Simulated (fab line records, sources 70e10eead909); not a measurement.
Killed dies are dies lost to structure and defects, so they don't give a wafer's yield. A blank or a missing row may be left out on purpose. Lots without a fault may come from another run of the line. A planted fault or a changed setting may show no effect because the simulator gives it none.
A struck lot beside a sound one | flow nand_harc | 14 steps out of a route of 1302
Sound: wafers L648.1, L648.3, L648.6. Struck: wafers L660.1, L660.4, L660.5. The cause comes at the end.
At each step with rows: each side's tool, then ch and its chambers, then its first start. Under that, the readings that differ: sound wafers | struck wafers | difference of the means | sigmas: that difference in standard deviations of wafers without a fault.
alike: readings whose means differ by less than 2 such deviations, and words and numbers that are the same on both sides. not compared: withheld readings, readings that some wafer has no value for, bounds like >300 that may hide the same value, and numbers for which the record gives no deviation and whose values overlap.
The two part at a step that has a row with sigmas, a row that says differs or no value, or rows on one side only. Numbers that don't overlap but have no deviation are shown without sigmas and don't part them. A reading that every wafer of one side lacks parts them only if that side has two wafers or more.

first, 1 step without rows for these wafers: NHARC_A_ONON_D1_DEP_06 (target thk 1000 nm).
NHARC_A_ONON_D1_THK_MEAS_08: measures by ellipsometry.
  sound on film_metro-01, day 7 17:59; struck on film_metro-01, day 12 19:26
  reading     | sound          | struck      | difference | sigmas
  thk_nm (nm) | 1006 1007 1005 | 985 988 985 | -20        | -2
then, 1 step without rows for these wafers: NHARC_A_ONON_D1_DEP_09 (target thk 1000 nm).
NHARC_A_ONON_D1_THK_MEAS_11: measures by ellipsometry.
  sound on film_metro-01, day 7 18:33; struck on film_metro-02, day 12 20:01
  reading     | sound       | struck         | difference | sigmas
  thk_nm (nm) | 983 985 982 | 1003 1002 1003 | +19        | +2
then, 1 step without rows for these wafers: NHARC_A_ONON_D1_DEP_12 (target thk 1000 nm).
NHARC_A_ONON_D1_THK_MEAS_14: measures by ellipsometry.
  sound on film_metro-01, day 7 19:07; struck on film_metro-01, day 12 20:35
  alike: thk_nm
then, 2 steps without rows for these wafers: NHARC_A_ONON_D1_ANNEAL_15 (time 3600 s); NHARC_A_ONON_D1_DEP_16 (target thk 1000 nm).
NHARC_A_ONON_D1_THK_MEAS_18: measures by ellipsometry.
  sound on film_metro-01, day 8 02:51; struck on film_metro-01, day 13 08:22
  reading     | sound          | struck      | difference | sigmas
  thk_nm (nm) | 1015 1017 1015 | 989 989 988 | -27        | -2
then, 1 step without rows for these wafers: NHARC_A_ONON_D1_DEP_19 (target thk 1000 nm).
NHARC_A_ONON_D1_THK_MEAS_21: measures by ellipsometry.
  sound on film_metro-01, day 8 03:25; struck on film_metro-02, day 13 08:56
  reading     | sound       | struck         | difference | sigmas
  thk_nm (nm) | 996 997 997 | 1024 1022 1024 | +27        | +2
NHARC_A_ONON_D1_DEP_22: target thk 1000 nm.
  sound on pecvd_onon-02 ch 0, day 8 03:29; struck on pecvd_onon-03 ch 0, day 13 08:59
NHARC_A_ONON_D1_THK_MEAS_24: measures by ellipsometry.
  sound on film_metro-02, day 8 03:59; struck on film_metro-02, day 13 09:29
  alike: thk_nm
then, 1 step without rows for these wafers: NHARC_A_ONON_D1_DEP_25 (target thk 1000 nm).

WHERE THEY PART
First at NHARC_A_ONON_D1_THK_MEAS_08; last, within this record, at NHARC_A_ONON_D1_THK_MEAS_21. Later steps at which nothing parts them and some readings are alike: NHARC_A_ONON_D1_THK_MEAS_24.

WHY: what the simulator had put in
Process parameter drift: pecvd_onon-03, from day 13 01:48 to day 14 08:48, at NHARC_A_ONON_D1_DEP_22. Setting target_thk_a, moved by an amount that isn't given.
